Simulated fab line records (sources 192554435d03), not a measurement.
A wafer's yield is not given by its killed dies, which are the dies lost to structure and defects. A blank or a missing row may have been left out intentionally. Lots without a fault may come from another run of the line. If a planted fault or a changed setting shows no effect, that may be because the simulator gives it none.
Comparing a struck lot with a sound one | flow n5Finfet | 37 out of 1938 route steps
Sound: wafers L622.1, L622.2. Wafers struck: L610.1, L610.4, L610.5. At the end, the cause is stated.
Order at every step that has rows: each side's tool, ch and its chambers, its first start. Under that, the readings that differ: sound wafers | struck wafers | difference of the means | sigmas: that difference in standard deviations of wafers without a fault.
alike: readings with means less than 2 such deviations apart, plus words and numbers identical on both sides. not compared: withheld readings, readings lacking a value on some wafer, bounds such as >300 that could conceal the same value, and numbers that have no deviation in the record and whose values overlap.
Wherever a step has rows on one side only, a row that says differs or no value, or a row with sigmas, the two part there. Numbers that don't overlap but have no deviation are shown without sigmas and don't part them. A reading that every wafer of one side lacks parts them only if that side has two wafers or more.

first, 9 steps without rows for these wafers: N5_BEOL_M4_ANNEAL_95 (time 240 s); N5_BEOL_M4_SPUTTER_96 (material Cu, target thk 4.5 nm, time 8.29 s); N5_BEOL_M4_ECD_50 (material Cu, target thk 300 nm); N5_BEOL_M4_ANNEAL_51 (time 90 s); N5_BEOL_M4_CMP_52 (polishes, stops on SiOC, t overpolish 6.8 s, target thk 40 nm); N5_BEOL_M4_PRE_CLEAN_60 (time 15 s); N5_BEOL_M4_CO_CAP_55 (material Co, precursor CCTBA/H2, target thk 2 nm, time 102.1 s); N5_BEOL_M4_PRE_CLEAN_56 (time 15 s); N5_BEOL_M4_DEP_57 (deposits SiCN from 3MS/NH3, target thk 8 nm, time 14 s).
N5_BEOL_M4_RC_MEAS_101:
  sound on prober-01 ch 0, day 13 01:03; struck on prober-02 ch 0, day 10 06:52
  alike: DIBL_N, DIBL_P, IOFF_N, IOFF_P, ION_N, ION_P, SS_N, SS_P, VT_N, VT_P
then, 24 steps without rows for these wafers: N5_BEOL_M5_ILD_DEP_00 (deposits SiCOH lowk from DEMS/porogen, target thk 140.64 nm, time 25.9 s); N5_BEOL_M5_CURE_79 (cures SiCOH lowk, time 240 s); N5_BEOL_M5_PECVD_70 (deposits SiO2 from TEOS/O2, target thk 16 nm, time 18 s); N5_BEOL_M5_HM_DEP_02 (deposits TiN, target thk 20 nm); N5_BEOL_M5_COAT_59 (time 60 s, resist thk 60 nm); N5_BEOL_M5_COAT_60 (time 60 s, resist thk 12 nm); N5_BEOL_M5_COAT_71 (time 60 s, resist thk 5 nm); N5_BEOL_M5_COAT_05 (resist thk 30 nm); N5_BEOL_M5_EBR_07; N5_BEOL_M5_SOFTBAKE_06 (time 60 s); N5_BEOL_M5_EXPOSE_08 (exposes mask M5, target cd 28 nm); N5_BEOL_M5_PEB_09 (peb time 60 s); N5_BEOL_M5_DEVELOP_10 (develop time 30 s); N5_BEOL_M5_DESCUM_16 (chemistry O2, time 7 s); N5_BEOL_M5_ETCH_72 (etches underlayer in N2/H2, target depth 6.5 nm, time 5.2 s); N5_BEOL_M5_ETCH_61 (etches SiARC in CF4, target depth 15.6 nm, time 26 s); N5_BEOL_M5_ETCH_62 (etches SOC in N2/H2, target depth 75 nm, overetch 15 nm, time 112.5 s); N5_BEOL_M5_STRIP_63 (strips in N2/H2); N5_BEOL_M5_STRIP_73 (strips in N2/H2); N5_BEOL_M5_STRIP_64 (strips in CF4); N5_BEOL_M5_HM_OPEN_17 (chemistry Cl2/BCl3, target TiN, target depth 20 nm, overetch 6 nm); N5_BEOL_M5_STRIP_19 (strips in O2); N5_BEOL_M5_COAT_65 (time 60 s, resist thk 60 nm); N5_BEOL_M5_COAT_66 (time 60 s, resist thk 12 nm).
N5_BEOL_M7_SPUTTER_48: material Cu, target thk 10 nm, time 1.667 s.
  sound on pvdSputter-03 at day 14 03:51; struck on pvdSputter-02 at day 11 12:49
  no value came back on the struck wafers for biasV (V), cathodeDcPowerW (W), throttleValvePct (%); on the sound wafers biasV (V) reads 60.7 61.1
N5_BEOL_M7_CMP_52: polishes, stops on SiCOH lowk, t overpolish 6.9 s, target thk 80 nm.
  sound on cmp-02 ch 2,3, day 14 04:24; struck on cmp-04 ch 0,3, day 11 13:22
reading             | sound | struck | difference | sigmas
timeToEndpointS (s) | 57 55 | 0 2 0  | -55        | -14
  alike: motorCurrentA, slurryFilterDpKPa
  not compared: padLifeWafers
-- a jump in the record: the struck wafers' starts before and after are 3 days apart (it breaks off in module BEOL_M7 and resumes in module PASSIVATION, where the first step shown is number 1936 of the route) --
N5_PASSIVATION_PROBE_49:
  sound on prober-02 at day 17 18:31; struck on prober-01 at day 14 21:34
reading                 | sound     | struck         | difference | sigmas
defectLimitedYield (%)  | 92.8 90.9 | 0 0 0          | -92        | -61
killed_at_M4_up         | 18 20     | 1089 1109 1095 | +1079      | +99 or more
killedDies              | 85 107    | 1180 1180 1180 | +1084      | +60
killedOnRim             | 11 15     | 152 152 152    | +139       | +32
sort_bin_5_function (%) | 4.0 5.2   | 96.0 97.1 97.6 | +92.3      | +92
sortNPass               | 1095 1073 | 0 0 0          | -1084      | -49
sortYieldPct (%)        | 92.8 90.9 | 0 0 0          | -92        | -48
  alike: killed_at_M0_to_M3, killedAtContacts, killedAtFrontEnd, killedAtOther, killedOpen, killedShort, sort_bin_6_memory

WHERE THEY PART
First at N5_BEOL_M7_SPUTTER_48; last, within this record, at N5_PASSIVATION_PROBE_49.

WHY: what the simulator had put in
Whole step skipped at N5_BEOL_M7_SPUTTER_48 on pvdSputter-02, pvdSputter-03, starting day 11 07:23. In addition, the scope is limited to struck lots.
